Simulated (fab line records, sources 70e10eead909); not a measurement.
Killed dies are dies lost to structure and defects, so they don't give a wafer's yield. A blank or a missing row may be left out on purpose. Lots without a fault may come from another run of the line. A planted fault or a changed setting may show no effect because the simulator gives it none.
fab line records | flow nand_harc | part 2 of 2: steps 5 to 5 of 5
record lots=12 wafers=36 last_day=34
route steps=1302 shown THIN_TSV@1250 END@1302
lots that met no fault: from a run of the same line without faults
start_h: hours from the record's first day to the start of the lot's first wafer shown | wait_h: hours since the lot's step before | " the same as in the row above | L1.1+2: a row that stands for several wafers | - no value, or no start given | * or withheld: withheld | < > ~ a bound
route shown NAME@n: a module of which the file shows steps, and the number in the route of the first | usual: mean/standard deviation of fault-free wafers | same: alike in all rows | chamber/n: place in a boat | sites: the reading at each site | _std_site: their standard deviation | _edge_site: outer sites' mean less inner sites' | radius_mm: how far each site lies from the wafer's centre | mask NAME#n: copy n | behind: the tool/chamber that last shaped the wafer | hold: why the lot was held/for how many hours/how that ended | device: the transistor (n, p or np) that didn't switch | end of line: the same wafers' tests at the end of the route | a step without rows: its recipe alone | killed: dies lost to structure and defects at the first sort, not the wafer's yield | map: a wafer's dies, x killed, . not, _ none there
set.NAME: the setting as run; set.NAME@STEP: as run at that earlier step | model.NAME: the simulator's own value behind a step, which no gauge read
steps of the route over a sample of lots; a table a step, a row a wafer
services: from which hour (start_h, from the record's first day; less than 0 if before it) a tool's chamber was out of use, for how many hours, and why
## steps
# step NHARC_END_SORT_01
# recipe temp_c=25
# usual defect_limited_yield=91.8/2.8 killed_at_array=51/18 killed_at_other=1.0/1.2 killed_at_periphery=3.7/2.9 killed_dies=55/19 killed_open=3.5/1.9 killed_short=2.6/1.6 sort_bin_2_pct=2.9/1.3 sort_bin_3_pct=0.6/0.38 sort_bin_4_pct=4.6/1.5 sort_n_pass=622/19 sort_rim_yield_pct=94/3.2 sort_yield_pct=91.8/2.8
# same gross_dies=677 sort_bin_5_pct[%]=0 sort_bin_6_pct[%]=0 sort_bin_7_pct[%]=0 sort_bin_8_pct[%]=0 sort_rim_n_gross=106.00
# columns lot.wafer tool chamber start_h wait_h hold defect_limited_yield[%] killed_at_array killed_at_other killed_at_periphery killed_dies killed_open killed_short sort_bin_2_pct[%] sort_bin_3_pct[%] sort_bin_4_pct[%] sort_n_pass sort_rim_yield_pct[%] sort_yield_pct[%]
L956.2 prober-02 0 570.49 2.8 - 96.9 19 1 1 21 3 2 1.2 0.3 1.6 656 98 96.9
L956.5 prober-02 0 572.86 3.7 - 97.0 19 1 0 20 5 1 0.6 0.1 2.2 657 96 97.0
L956.6 prober-02 0 573.64 3.9 - 97.6 12 1 3 16 2 1 0.7 0.1 1.5 661 96 97.6
L957.3 prober-01 0 571.27 3.1 - 88.6 67 2 8 77 6 1 6.2 0.9 4.3 600 99 88.6
L957.4 prober-01 0 572.07 3.4 - 90.8 54 5 3 62 1 3 3.1 0.9 5.2 615 97 90.8
L957.6 prober-01 0 573.66 4.0 - 88.8 69 3 4 76 1 4 4.4 0.3 6.5 601 94 88.8
L958.3 prober-01 0 594.84 3.1 - 92.0 53 0 1 54 4 4 3.7 1.2 3.1 623 96 92.0
L958.4 prober-01 0 595.64 3.4 - 91.4 51 3 4 58 7 1 3.0 1.5 4.1 619 94 91.4
L958.6 prober-01 0 597.25 4.0 - 93.2 44 0 2 46 4 2 2.4 0.3 4.1 631 95 93.2
L964.1 prober-01 0 629.92 2.5 - 91.0 60 0 1 61 3 4 4.4 0.6 4.0 616 95 91.0
L964.4 prober-01 0 632.29 3.4 - 90.3 62 0 4 66 5 6 4.0 1.2 4.6 611 97 90.3
L964.6 prober-01 0 633.87 4.0 - 89.1 73 0 1 74 5 3 4.0 0.6 6.4 603 92 89.1
L963.2 prober-02 0 637.51 2.8 - 89.5 68 0 3 71 3 1 1.9 1.6 6.9 606 93 89.5
L963.3 prober-02 0 638.31 3.1 - 89.7 68 0 2 70 5 3 3.7 0.6 6.1 607 93 89.7
L963.5 prober-02 0 639.92 3.7 - 89.8 68 0 1 69 2 1 5.0 0.4 4.7 608 92 89.8
L966.1 prober-02 0 660.06 2.5 - 96.9 19 1 1 21 3 2 1.0 0 2.1 656 95 96.9
L966.3 prober-02 0 661.66 3.1 - 95.6 29 0 1 30 3 3 1.8 0 2.7 647 98 95.6
L966.5 prober-02 0 663.26 3.7 - 96.5 22 1 1 24 5 1 0.9 0 2.7 653 94 96.5
L965.1 prober-01 0 660.07 2.5 - 89.7 67 1 2 70 4 1 3.0 1.3 6.1 607 92 89.7
L965.5 prober-01 0 663.25 3.7 - 90.0 64 1 3 68 4 2 3.0 1.3 5.8 609 92 90.0
L965.6 prober-01 0 664.04 4.0 - 87.6 81 1 2 84 2 4 3.7 1.0 7.7 593 97 87.6
L972.1 prober-01 0 730.61 2.5 await_dispo/4.3h/scrap 0 50 619 8 677 5 6 94.1 1.3 4.6 0 0 0
L972.4 prober-01 0 733.00 3.4 await_dispo/4.3h/scrap 0 72 599 6 677 6 3 92.5 1.0 6.5 0 0 0
L972.5 prober-01 0 733.80 3.7 await_dispo/4.3h/scrap 0 59 613 5 677 2 4 93.9 0.4 5.6 0 0 0
L973.1 prober-01 0 739.84 2.5 await_dispo/4.6h/scrap 0 55 621 1 677 1 3 95.0 0.6 4.4 0 0 0
L973.4 prober-01 0 742.20 3.4 await_dispo/4.6h/scrap 0 50 623 4 677 4 2 94.5 1.3 4.1 0 0 0
L973.5 prober-01 0 742.99 3.7 await_dispo/4.6h/scrap 0 49 625 3 677 0 0 96.0 0.6 3.4 0 0 0
L975.2 prober-02 0 740.70 2.8 await_dispo/1.7h/scrap 0 51 621 5 677 6 7 93.8 0.4 5.8 0 0 0
L975.3 prober-02 0 741.51 3.1 await_dispo/1.7h/scrap 0 66 611 0 677 1 3 92.9 0.6 6.5 0 0 0
L975.6 prober-02 0 743.91 4.0 await_dispo/1.7h/scrap 0 33 643 1 677 3 4 96.6 0.6 2.8 0 0 0
L979.3 prober-02 0 796.64 3.1 - 94.7 35 0 1 36 6 6 1.8 0.3 3.2 641 90 94.7
L979.4 prober-02 0 797.45 3.4 - 89.7 65 1 4 70 6 2 3.4 1.2 5.8 607 98 89.7
L979.6 prober-02 0 799.06 4.0 - 92.0 53 0 1 54 5 3 2.8 0.7 4.4 623 91 92.0
L978.3 prober-01 0 815.06 3.1 - 96.0 25 0 2 27 3 3 1.2 0.1 2.7 650 97 96.0
L978.4 prober-01 0 815.86 3.4 - 95.9 27 0 1 28 3 4 1.8 0.3 2.1 649 95 95.9
L978.5 prober-01 0 816.66 3.7 - 97.3 18 0 0 18 1 1 0.7 0.1 1.8 659 98 97.3
# killed by level:class
L956.2 A_CHANNEL_HOLE_D2:chamber_film_flake=4 A_WL_FILL:chamber_film_flake=4 A_CHANNEL_HOLE_D1:chamber_film_flake=2 A_CONTACT:chamber_film_flake=2 P_CONTACT:geometric_particle:open=1 A_DECK1_JOINT:geometric_particle:short=1 A_CHANNEL_FILL_D2:geometric_particle:open=1 A_WL_FILL:geometric_particle:short=1
L957.3 A_CHANNEL_HOLE_D2:chamber_film_flake=28 A_CHANNEL_HOLE_D1:chamber_film_flake=27 P_M1:chamber_film_flake=4 A_WL_FILL:chamber_film_flake=4 A_CHANNEL_FILL_D1:geometric_particle:open=2 A_CONTACT:chamber_film_flake=2 P_CONTACT:geometric_particle:short=1 P_CONTACT:geometric_particle:open=1
L957.4 A_CHANNEL_HOLE_D1:chamber_film_flake=24 A_CHANNEL_HOLE_D2:chamber_film_flake=24 THIN_TSV:chamber_film_flake=3 A_WL_FILL:chamber_film_flake=2 HYBRID_BOND:chamber_film_flake=2 P_M0:geometric_particle:open=1 A_DECK1_JOINT:geometric_particle:short=1 A_CHANNEL_FILL_D2:geometric_particle:short=1
L956.5 A_STAIRCASE:chamber_film_flake=6 A_CHANNEL_FILL_D1:geometric_particle:open=2 A_CHANNEL_HOLE_D2:chamber_film_flake=2 A_CHANNEL_FILL_D2:chamber_film_flake=2 A_CONTACT:chamber_film_flake=2 A_ONON_D1:geometric_particle:open=1 A_ONON_D1:geometric_particle:short=1 A_ONON_D2:geometric_particle:open=1
L956.6 A_CONTACT:chamber_film_flake=3 A_CHANNEL_HOLE_D1:chamber_film_flake=2 A_CHANNEL_HOLE_D2:chamber_film_flake=2 P_CONTACT:geometric_particle:open=1 A_CHANNEL_FILL_D1:geometric_particle:short=1 A_WL_FILL:geometric_particle:open=1 P_STI:chamber_film_flake=1 P_GATE:chamber_film_flake=1
L957.6 A_CHANNEL_HOLE_D2:chamber_film_flake=31 A_CHANNEL_HOLE_D1:chamber_film_flake=29 P_M1:chamber_film_flake=2 A_CHANNEL_FILL_D2:chamber_film_flake=2 A_CONTACT:chamber_film_flake=2 THIN_TSV:chamber_film_flake=2 P_M0:geometric_particle:short=1 A_CHANNEL_FILL_D2:geometric_particle:short=1
L958.3 A_CHANNEL_HOLE_D1:chamber_film_flake=36 A_CONTACT:chamber_film_flake=5 A_CHANNEL_FILL_D1:geometric_particle:short=2 A_CHANNEL_HOLE_D2:chamber_film_flake=2 P_M0:geometric_particle:open=1 A_CHANNEL_FILL_D2:geometric_particle:short=1 A_STAIRCASE:geometric_particle:short=1 A_WL_FILL:geometric_particle:open=1
L958.4 A_CHANNEL_HOLE_D1:chamber_film_flake=37 A_CHANNEL_HOLE_D2:chamber_film_flake=5 P_CONTACT:geometric_particle:open=2 A_WL_FILL:geometric_particle:open=2 A_STAIRCASE:chamber_film_flake=2 A_CONTACT:chamber_film_flake=2 THIN_TSV:chamber_film_flake=2 P_M2:geometric_particle:open=1
L958.6 A_CHANNEL_HOLE_D1:chamber_film_flake=32 A_CONTACT:chamber_film_flake=5 A_CHANNEL_HOLE_D2:chamber_film_flake=3 P_GATE:geometric_particle:open=1 P_M0:geometric_particle:open=1 A_ONON_D1:geometric_particle:open=1 A_CHANNEL_HOLE_D2:geometric_particle:short=1 A_SGD_CUT:geometric_particle:short=1
L964.1 A_CHANNEL_HOLE_D1:chamber_film_flake=29 A_CHANNEL_HOLE_D2:chamber_film_flake=17 A_WL_FILL:geometric_particle:short=2 A_SLIT:chamber_film_flake=2 A_STAIRCASE:chamber_film_flake=2 A_CONTACT:chamber_film_flake=2 P_CONTACT:geometric_particle:open=1 A_CHANNEL_HOLE_D1:geometric_particle:open=1
L964.4 A_CHANNEL_HOLE_D1:chamber_film_flake=25 A_CHANNEL_HOLE_D2:chamber_film_flake=23 A_DECK1_JOINT:geometric_particle:open=2 A_ONON_D2:geometric_particle:short=2 A_CHANNEL_FILL_D1:chamber_film_flake=2 A_STAIRCASE:chamber_film_flake=2 P_GATE:geometric_particle:short=1 P_CONTACT:geometric_particle:open=1
L964.6 A_CHANNEL_HOLE_D1:chamber_film_flake=32 A_CHANNEL_HOLE_D2:chamber_film_flake=21 A_WL_FILL:chamber_film_flake=7 A_CONTACT:chamber_film_flake=4 A_WL_FILL:geometric_particle:open=2 A_CHANNEL_FILL_D1:chamber_film_flake=2 P_M0:geometric_particle:short=1 A_DECK1_JOINT:geometric_particle:short=1
L963.2 A_CHANNEL_HOLE_D1:chamber_film_flake=28 A_SLIT:chamber_film_flake=26 A_CHANNEL_HOLE_D2:chamber_film_flake=5 A_STAIRCASE:chamber_film_flake=2 P_CONTACT:geometric_particle:open=1 A_SOURCE_PLATE:geometric_particle:short=1 A_ONON_D2:geometric_particle:open=1 A_BLC:geometric_particle:open=1
L963.3 A_CHANNEL_HOLE_D1:chamber_film_flake=32 A_CHANNEL_HOLE_D2:chamber_film_flake=9 A_SLIT:chamber_film_flake=8 A_M0:chamber_film_flake=3 A_CHANNEL_FILL_D1:geometric_particle:short=2 A_ZERO_WELL:chamber_film_flake=2 A_DECK1_JOINT:chamber_film_flake=2 A_CONTACT:chamber_film_flake=2
L963.5 A_CHANNEL_HOLE_D1:chamber_film_flake=32 A_SLIT:chamber_film_flake=20 A_CHANNEL_HOLE_D2:chamber_film_flake=6 A_M0:chamber_film_flake=3 A_ZERO_WELL:chamber_film_flake=2 P_GATE:geometric_particle:open=1 A_WL_FILL:geometric_particle:short=1 A_M0:geometric_particle:open=1
L966.1 A_CONTACT:chamber_film_flake=5 A_STAIRCASE:chamber_film_flake=4 A_WL_FILL:chamber_film_flake=2 A_CHANNEL_FILL_D1:geometric_particle:open=1 A_CHANNEL_FILL_D2:geometric_particle:short=1 A_CHANNEL_FILL_D2:geometric_particle:open=1 A_SGD_CUT:geometric_particle:open=1 A_WL_FILL:geometric_particle:short=1
L965.1 A_CHANNEL_HOLE_D1:chamber_film_flake=38 A_SLIT:chamber_film_flake=12 A_CHANNEL_FILL_D1:chamber_film_flake=4 A_CONTACT:chamber_film_flake=4 A_CHANNEL_HOLE_D2:chamber_film_flake=2 A_CHANNEL_HOLE_D2:unspecified=2 A_STAIRCASE:chamber_film_flake=2 P_CONTACT:geometric_particle:short=1
L966.3 A_STAIRCASE:chamber_film_flake=6 A_CHANNEL_HOLE_D1:chamber_film_flake=5 A_CONTACT:chamber_film_flake=5 A_SLIT:chamber_film_flake=4 A_CHANNEL_FILL_D2:chamber_film_flake=2 A_BONDPAD:chamber_film_flake=2 P_CONTACT:geometric_particle:open=1 A_ONON_D1:geometric_particle:short=1
L965.5 A_CHANNEL_HOLE_D1:chamber_film_flake=35 A_SLIT:chamber_film_flake=14 A_STAIRCASE:chamber_film_flake=4 A_CHANNEL_HOLE_D2:unspecified=3 A_CHANNEL_FILL_D1:chamber_film_flake=2 P_M0:geometric_particle:open=1 P_M0:geometric_particle:short=1 P_M1:geometric_particle:open=1
L966.5 A_STAIRCASE:chamber_film_flake=3 A_DECK1_JOINT:geometric_particle:open=2 A_CHANNEL_HOLE_D1:chamber_film_flake=2 A_CHANNEL_FILL_D2:chamber_film_flake=2 A_CONTACT:chamber_film_flake=2 A_BONDPAD:chamber_film_flake=2 A_CHANNEL_FILL_D1:geometric_particle:open=1 A_ONON_D2:geometric_particle:open=1
L965.6 A_SLIT:chamber_film_flake=33 A_CHANNEL_HOLE_D1:chamber_film_flake=29 A_CONTACT:chamber_film_flake=8 A_CHANNEL_FILL_D1:chamber_film_flake=3 P_M0:geometric_particle:short=1 A_DECK1_JOINT:geometric_particle:short=1 A_CHANNEL_FILL_D2:geometric_particle:short=1 A_SLIT:geometric_particle:open=1
L972.1 THIN_TSV:area_etch=617 A_CHANNEL_HOLE_D1:chamber_film_flake=15 A_CHANNEL_HOLE_D2:chamber_film_flake=12 A_SLIT:chamber_film_flake=10 P_STI:chamber_film_flake=3 A_WL_FILL:chamber_film_flake=3 P_M1:geometric_particle:open=2 A_CHANNEL_FILL_D2:geometric_particle:short=2
L972.4 THIN_TSV:area_etch=598 A_SLIT:chamber_film_flake=28 A_CHANNEL_HOLE_D2:chamber_film_flake=19 A_CHANNEL_HOLE_D1:chamber_film_flake=8 A_CONTACT:chamber_film_flake=5 A_WL_FILL:chamber_film_flake=4 A_CHANNEL_FILL_D1:geometric_particle:open=3 A_CHANNEL_FILL_D2:geometric_particle:open=2
L972.5 THIN_TSV:area_etch=613 A_SLIT:chamber_film_flake=36 A_CHANNEL_HOLE_D2:chamber_film_flake=12 A_CHANNEL_HOLE_D1:chamber_film_flake=3 A_WL_FILL:chamber_film_flake=3 A_ONON_D1:geometric_particle:short=2 P_GATE:chamber_film_flake=2 P_M1:geometric_particle:open=1
L973.1 THIN_TSV:area_etch=621 A_SLIT:chamber_film_flake=24 A_CHANNEL_HOLE_D2:chamber_film_flake=17 A_CHANNEL_HOLE_D1:chamber_film_flake=5 A_CHANNEL_FILL_D2:chamber_film_flake=2 A_CONTACT:chamber_film_flake=2 A_ONON_D1:geometric_particle:short=1 A_DECK1_JOINT:geometric_particle:short=1
L975.2 THIN_TSV:area_etch=618 A_CHANNEL_HOLE_D2:chamber_film_flake=28 A_CHANNEL_HOLE_D1:chamber_film_flake=6 A_CONTACT:chamber_film_flake=4 A_SLIT:chamber_film_flake=3 A_WL_FILL:geometric_particle:open=2 THIN_TSV:chamber_film_flake=2 P_CONTACT:geometric_particle:short=1
L975.3 THIN_TSV:area_etch=607 A_CHANNEL_HOLE_D2:chamber_film_flake=25 A_CHANNEL_HOLE_D1:chamber_film_flake=15 A_CONTACT:chamber_film_flake=13 A_SLIT:chamber_film_flake=5 THIN_TSV:chamber_film_flake=4 A_DECK1_JOINT:chamber_film_flake=2 A_ONON_D1:geometric_particle:short=1
L973.4 THIN_TSV:area_etch=623 A_SLIT:chamber_film_flake=30 A_CHANNEL_HOLE_D2:chamber_film_flake=9 A_CHANNEL_HOLE_D1:chamber_film_flake=3 A_CONTACT:chamber_film_flake=2 P_CONTACT:geometric_particle:open=1 P_M0:geometric_particle:open=1 A_ONON_D1:geometric_particle:short=1
L973.5 THIN_TSV:area_etch=625 A_CHANNEL_HOLE_D2:chamber_film_flake=21 A_SLIT:chamber_film_flake=18 A_CHANNEL_HOLE_D1:chamber_film_flake=4 P_STI:chamber_film_flake=2 A_DECK1_JOINT:chamber_film_flake=2 A_CONTACT:chamber_film_flake=2 P_GATE:chamber_film_flake=1
L975.6 THIN_TSV:area_etch=640 A_CONTACT:chamber_film_flake=8 A_CHANNEL_HOLE_D1:chamber_film_flake=6 A_CHANNEL_HOLE_D2:chamber_film_flake=6 A_SLIT:chamber_film_flake=3 THIN_TSV:chamber_film_flake=3 A_ONON_D2:geometric_particle:open=2 A_WL_FILL:chamber_film_flake=2
L979.3 A_SLIT:chamber_film_flake=11 A_WL_FILL:chamber_film_flake=4 A_CONTACT:chamber_film_flake=4 A_DECK1_JOINT:geometric_particle:short=2 A_CHANNEL_FILL_D2:geometric_particle:open=2 A_BLC:geometric_particle:open=2 A_M0:geometric_particle:open=2 A_CHANNEL_HOLE_D2:chamber_film_flake=2
L979.4 A_CHANNEL_HOLE_D2:chamber_film_flake=29 A_SLIT:chamber_film_flake=23 A_CONTACT:chamber_film_flake=5 A_DECK1_JOINT:chamber_film_flake=2 P_CONTACT:geometric_particle:short=1 P_M0:geometric_particle:open=1 P_M1:geometric_particle:open=1 A_CHANNEL_HOLE_D1:geometric_particle:open=1
L979.6 A_CHANNEL_HOLE_D2:chamber_film_flake=24 A_SLIT:chamber_film_flake=15 A_CHANNEL_HOLE_D1:geometric_particle:open=2 A_WL_FILL:chamber_film_flake=2 A_CONTACT:chamber_film_flake=2 A_SOURCE_PLATE:geometric_particle:short=1 A_DECK1_JOINT:geometric_particle:short=1 A_CHANNEL_FILL_D2:geometric_particle:short=1
L978.3 A_SLIT:chamber_film_flake=9 A_CONTACT:chamber_film_flake=5 A_M0:chamber_film_flake=3 A_CHANNEL_FILL_D2:geometric_particle:open=2 P_M2:geometric_particle:short=1 A_ONON_D1:geometric_particle:open=1 A_CHANNEL_FILL_D1:geometric_particle:short=1 A_CHANNEL_FILL_D2:geometric_particle:short=1
L978.4 A_SLIT:chamber_film_flake=6 A_CHANNEL_FILL_D1:chamber_film_flake=3 A_CONTACT:chamber_film_flake=3 A_M0:chamber_film_flake=3 A_STAIRCASE:chamber_film_flake=2 P_GATE:geometric_particle:open=1 A_CHANNEL_HOLE_D1:geometric_particle:short=1 A_ONON_D2:geometric_particle:short=1
L978.5 A_SLIT:chamber_film_flake=9 A_CONTACT:chamber_film_flake=3 A_ONON_D1:geometric_particle:short=1 A_M1:geometric_particle:open=1 A_DECK1_JOINT:chamber_film_flake=1 A_CHANNEL_HOLE_D2:chamber_film_flake=1 A_WL_FILL:chamber_film_flake=1 A_M0:chamber_film_flake=1
## services
# columns tool chamber start_h hours kind
rie_diel-08 0 534.55 4.2 repair
rie_diel-07 0 541.29 7.0 repair
rie_diel-08 - 544.80 9.0 pm
pecvd-03 - 545.44 0.9 repair
pecvd-03 - 547.00 13.0 pm
plasma_asher-02 - 547.20 2.0 repair
rie_diel-08 3 556.81 2.5 repair
rie_diel-08 - 567.90 0.4 repair
rie_si-06 1 570.32 12.9 repair
pecvd-04 2 573.66 14.5 repair
rie_si-03 - 575.00 9.0 pm
rie_si-05 - 593.09 0.3 repair
pecvd-01 1 594.58 13.5 repair
rie_si-06 - 603.00 9.0 pm
plasma_asher-02 - 605.22 9.0 pm
rie_diel-08 1 613.84 12.6 repair
rie_diel-07 2 613.91 6.3 repair
pecvd-04 - 631.65 13.0 pm
rie_diel-07 - 648.64 9.0 pm
plasma_asher-01 - 659.98 11.6 repair
plasma_asher-01 - 696.29 9.0 pm
rie_diel-07 0 712.33 10.1 repair
rie_diel-08 - 721.86 9.0 pm
plasma_asher-02 - 782.22 9.0 pm
## key
first_sign step=NHARC_THIN_TSV_ETCH_44 reading=tool_record direction=missing
effect step=NHARC_END_SORT_01 reading=killed_at_other direction=up sigmas=99+ usual=1.0 struck=619.4
more_kills_born_at NHARC_THIN_TSV_ETCH_44@rie_diel-07=3734 NHARC_THIN_TSV_ETCH_44@rie_diel-08=1828
met_at NHARC_THIN_TSV_ETCH_44
struck_lots L972,L973,L975
later_rows_left_out L972.1,L972.4,L972.5,L973.1,L973.4,L973.5,L975.2,L975.3,L975.6
not_acting_at NHARC_THIN_TSV_DEP_43,NHARC_THIN_TSV_ETCH_15,NHARC_THIN_TSV_STRIP_45
onset_between 646.45 715.97
fault kind=skipped_step_whole tool=rie_diel-07,rie_diel-08 chamber=- onset_h=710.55 steps=NHARC_THIN_TSV_ETCH_44 scope=struck_lots_only
# later_rows_left_out: the simulator's readings of these wafers behind a module that went badly wrong aren't trusted and aren't shown, but for the sort
